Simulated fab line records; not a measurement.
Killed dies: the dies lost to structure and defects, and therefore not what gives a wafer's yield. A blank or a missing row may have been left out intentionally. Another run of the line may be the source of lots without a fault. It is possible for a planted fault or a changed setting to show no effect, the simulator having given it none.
A struck lot beside a sound one	flow n5_finfet	16 out of 1938 route steps
Sound: wafers L148.1, L148.2, L148.6. Struck: wafer L165.6 (left out: L165.2, L165.5 of the same lot, which were not struck); the cause appears at the end.
For every step that has rows: the tool of each side, followed by ch and its chambers, followed by its first start. Under that, the readings that differ: sound wafers	struck wafers	difference of the means	sigmas: that difference in standard deviations of wafers without a fault.
alike: readings with means less than 2 such deviations apart, plus words and numbers identical on both sides. not compared: withheld readings, readings lacking a value on some wafer, bounds such as >300 that could conceal the same value, and numbers that have no deviation in the record and whose values overlap.
A row with sigmas, a row that says differs or no value, or rows on one side alone: a step with any of these is where the two part. When numbers do not overlap yet have no deviation, they are printed without sigmas and do not part them. A reading missing from all wafers of one side parts the sides only when that side holds two or more wafers.

first, 2 steps without rows for these wafers: N5_BEOL_M4_PEB_09 (peb time 60 s); N5_BEOL_M4_DEVELOP_10 (develop time 30 s).
N5_BEOL_M4_CD_MEAS_11 targets a cd of 16.79 nm.
  sound on cd_sem-03 ch 0, day 8 15:07; struck on cd_sem-03 ch 0, day 13 13:47
  alike: cd_nm
N5_BEOL_M4_OVL_MEAS_12:
  sound on overlay-02 ch 0, day 8 15:08; struck on overlay-01 ch 0, day 13 13:49
  alike: M4_OVL
N5_BEOL_M4_INSPECT_13: inspects for defects (brightfield).
  sound: defect_inspect-01 at day 8 15:12; struck: defect_inspect-01 at day 13 13:53
  alike: raw_defect_count
N5_BEOL_M4_DESCUM_16: chemistry O2, time 7 s.
  sound on rie_diel-04 ch 1,3, day 8 15:14; struck on rie_diel-05 ch 0, day 13 13:55
reading	sound	struck	difference	sigmas
rf_vpp_V (V)	244.6 245.2 243.5	242.1	-2.3	-2
  alike: drypump_motor_current_A, oes_product_au, rf_fwd_power_W, showerhead_plenum_p_Torr, throttle_valve_pct
  not compared: rf_hours_counter_h
N5_BEOL_M4_ETCH_74: etches underlayer in N2/H2, target depth 6.5 nm, time 5.2 s.
  sound on rie_diel-04 ch 1,3, day 8 15:16; struck on rie_diel-05 ch 0, day 13 13:57
reading	sound	struck	difference	sigmas
etch_rf_on_time_s (s)	5.28 5.30 5.25	5.15	-0.13	-2
  alike: drypump_motor_current_A, h2_flow_sccm, oes_product_au, rf_fwd_power_W, rf_vpp_V, showerhead_plenum_p_Torr, throttle_valve_pct
  not compared: rf_hours_counter_h
then, 1 step without rows for these wafers: N5_BEOL_M4_ETCH_63 (etches SiARC in CF4, target depth 15.6 nm, time 26 s).
N5_BEOL_M4_ETCH_64: etches SOC in N2/H2, target depth 75 nm, overetch 22.5 nm, time 121.9 s.
  sound on rie_diel-04 ch 1,3, day 8 15:19; struck on rie_diel-05 ch 0, day 13 13:59
  alike: drypump_motor_current_A, h2_flow_sccm, oes_product_au, rf_fwd_power_W, rf_vpp_V, showerhead_plenum_p_Torr, throttle_valve_pct
  not compared: rf_hours_counter_h
then, 2 steps without rows for these wafers: N5_BEOL_M4_STRIP_65 (strips in N2/H2); N5_BEOL_M4_STRIP_75 (strips in N2/H2).
N5_BEOL_M4_STRIP_66: strips in CF4.
  sound on rie_diel-04 ch 1,3, day 8 15:27; struck on rie_diel-05 ch 0, day 13 14:07
  alike: drypump_motor_current_A, oes_product_au, rf_fwd_power_W, rf_vpp_V, showerhead_plenum_p_Torr, throttle_valve_pct
  not compared: rf_hours_counter_h
N5_BEOL_M4_HM_OPEN_17: chemistry Cl2/BCl3, target TiN, target depth 20 nm, overetch 6 nm.
  sound on rie_metal-03 ch 0, day 8 15:29; struck on rie_metal-02 ch 0, day 13 14:10
  alike: drypump_motor_current_A, oes_product_au, rf_fwd_power_W, throttle_valve_pct
  not compared: rf_hours_counter_h, model.SOC_of_BEOL_M4_COAT_61.thk_nm
N5_BEOL_M4_STRIP_19: strips in O2.
  sound on rie_diel-05 ch 0,3, day 8 15:41; struck on rie_diel-02 ch 2, day 13 14:22
reading	sound	struck	difference	sigmas
drypump_motor_current_A (A)	5.5 6.1 6.2	4.9	-1.0	-2
  alike: oes_product_au, rf_vpp_V, showerhead_plenum_p_Torr, throttle_valve_pct
  not compared: rf_hours_counter_h
N5_BEOL_M4_RC_MEAS_101:
  sound on prober-01 ch 0, day 9 18:47; struck on prober-01 ch 0, day 14 10:22
reading	sound	struck	difference	sigmas
ION_N (uA/um)	668 675 660	692	+24	+3
  alike: DIBL_N, DIBL_P, IOFF_N, IOFF_P, ION_P, SS_N, SS_P, VT_N, VT_P
-- record jumps: 5 days separate the struck wafers' starts on either side; left off in module BEOL_M4, taken up again in module PASSIVATION, whose first shown step is the route's number 1936 --
N5_PASSIVATION_PROBE_49:
  record: rows for the struck wafers here (prober-01, day 18 23:26), none for the sound ones

## WHERE THEY PART
Earliest at N5_BEOL_M4_DESCUM_16; latest, in this record, at N5_PASSIVATION_PROBE_49.

WHY: what had been put in by the simulator
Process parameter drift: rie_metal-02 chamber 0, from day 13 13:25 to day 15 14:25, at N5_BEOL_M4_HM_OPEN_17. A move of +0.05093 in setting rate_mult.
